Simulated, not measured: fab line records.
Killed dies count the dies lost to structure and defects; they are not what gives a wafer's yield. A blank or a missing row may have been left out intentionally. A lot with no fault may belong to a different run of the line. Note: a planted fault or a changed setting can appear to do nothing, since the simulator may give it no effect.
Matching of chambers | flow n5-finfet | 3 sister chambers for N5_BEOL_M6_ILD_DEP_00 on pecvd-03
The step deposits SiCOH lowk from DEMS/porogen, target thk 179.75 nm, time 33.4 s. 6 wafers are shown with their chamber, then 7 later ones without.

EACH WAFER AND ITS CHAMBER
wafer  | chamber | throttle-valve-pct (%) | heater-power-w (W)
L078.3 | 2       | 13.0                   | 297
L080.2 | 2       | 12.9                   | 288
L080.4 | 0       | 13.8                   | 312
L080.5 | 1       | 13.9                   | 334
L084.1 | 1       | 14.1                   | 338
L084.3 | 0       | 14.1                   | 277

WAFERS WITHOUT THEIR CHAMBER
wafer  | throttle-valve-pct (%) | heater-power-w (W)
L084.4 | 13.9                   | 351
L089.2 | 14.0                   | 284
L089.3 | 13.0                   | 255
L089.5 | 12.9                   | 252
L091.2 | 14.1                   | 328
L091.5 | 14.0                   | 350
L091.6 | 13.1                   | 297

CHAMBER TAKEN BY EACH
wafer  | from the rows above     | in truth
L084.4 | 1                       | 1
L089.2 | 0                       | 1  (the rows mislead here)
L089.3 | 2                       | 2
L089.5 | 2                       | 2
L091.2 | can't be placed: 1 or 0 | 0
L091.5 | 1                       | 1
L091.6 | 2                       | 2
Correct placement for 5 of the 7. These rows do not allow placing 1 (true chamber among the candidates in 1). Number placed wrongly: 1.
How it was worked out, from the rows above alone: a wafer's distance from a chamber is the root of the sum, over the readings, of the square of ((its reading less the chamber's mean) divided by the reading's scatter). If the next closest chamber is less than 2 further off than the closest, the wafer can't be placed; otherwise it belongs to the closest. For every chamber, the mean is computed from those of its wafers that are shown. The scatter is the square root of a quotient: the sum, over the shown wafers, of each reading's squared deviation from its chamber's mean, divided by wafers minus chambers.
